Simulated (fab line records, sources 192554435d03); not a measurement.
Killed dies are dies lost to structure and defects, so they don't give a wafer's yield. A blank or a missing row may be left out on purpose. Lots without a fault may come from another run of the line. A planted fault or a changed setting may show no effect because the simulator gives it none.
Which tool did it? | flow n5_finfet | 9 lots, 26 wafers sampled, at 3 steps of a route of 1938

WHAT THE GAUGES READ, wafer by wafer
N5_BEOL_M3_THK_MEAS_01.
lot  | measured     | on            | M3_ILD_THK (nm)
L174 | day 6 22:11  | film_metro-02 | 78.4 80.7 80.2
L176 | day 7 11:28  | film_metro-01 | 113.2 78.6 79.6
L180 | day 8 07:28  | film_metro-02 | 112.8 79.6
L188 | day 10 18:43 | film_metro-02 | 78.3 79.7 80.1
L190 | day 10 21:46 | film_metro-02 | 77.7 78.7 78.7
L189 | day 11 00:56 | film_metro-01 | 76.8 77.0 77.8
L191 | day 11 03:38 | film_metro-02 | 79.9 78.9 78.1
L192 | day 11 11:37 | film_metro-01 | 78.2 78.9 79.4
L194 | day 11 22:47 | film_metro-01 | 78.0 78.4 80.0

WHICH TOOL RAN EACH LOT (tool, then ch and the chambers of the sampled wafers, then the start)
lot  | N5_BEOL_M2_CMP_52             | N5_BEOL_M3_ILD_DEP_00
L174 | cmp-04 ch 0,1,3, day 6 21:37  | pecvd-01 ch 0,1,2, day 6 22:07
L176 | cmp-03 ch 1,2, day 7 10:41    | pecvd-01 ch 0,2, day 7 11:24
L180 | cmp-01 ch 0,3, day 8 06:52    | pecvd-01 ch 2, day 8 07:24
L188 | cmp-03 ch 1,2,3, day 10 17:59 | pecvd-01 ch 0,2, day 10 18:38
L190 | cmp-04 ch 1,2,3, day 10 21:07 | pecvd-01 ch 0,1, day 10 21:41
L189 | cmp-03 ch 0,2,3, day 11 00:16 | pecvd-01 ch 0,1,2, day 11 00:52
L191 | cmp-04 ch 0,3, day 11 02:57   | pecvd-03 ch 0,1,2, day 11 03:35
L192 | cmp-04 ch 1,2, day 11 10:56   | pecvd-01 ch 0,1, day 11 11:34
L194 | cmp-03 ch 0,2,3, day 11 22:08 | pecvd-01 ch 1,2, day 11 22:43
- N5_BEOL_M2_CMP_52: polishes, stops on SiOC, t overpolish 6.8 s, target thk 40 nm.
- N5_BEOL_M3_ILD_DEP_00: deposits SiOC from DEMS/O2, target thk 79 nm, time 15.3 s.

THE ANSWER, worked out from the rows above alone
Rule: what is usual is taken from the lots themselves. Put in order of their means at a reading, lots are off if they are a third of the lots or fewer, leave a main group of 4 or more, and stand apart from it by a gap of 3 or more times the standard deviation of the main group's means; of several such gaps the widest counts. A main group whose means are all the same, to the digits that the tables above print for the reading, isn't used. A lot without any number at a reading at which 4 lots or more have one is off too. The other lots that the step has rows for count as sound.
Off: L176, L180, at N5_BEOL_M3_THK_MEAS_01 (M3_ILD_THK). The main group: mean 78.8 nm, standard deviation 0.76.
A tool fits if, at a process step before that reading, it ran every lot that is off, and no sound lot after the first of them. The gauges at N5_BEOL_M3_THK_MEAS_01 are tried like those tools. None of those tried fits.

WHAT THE SIMULATOR HAD PUT IN
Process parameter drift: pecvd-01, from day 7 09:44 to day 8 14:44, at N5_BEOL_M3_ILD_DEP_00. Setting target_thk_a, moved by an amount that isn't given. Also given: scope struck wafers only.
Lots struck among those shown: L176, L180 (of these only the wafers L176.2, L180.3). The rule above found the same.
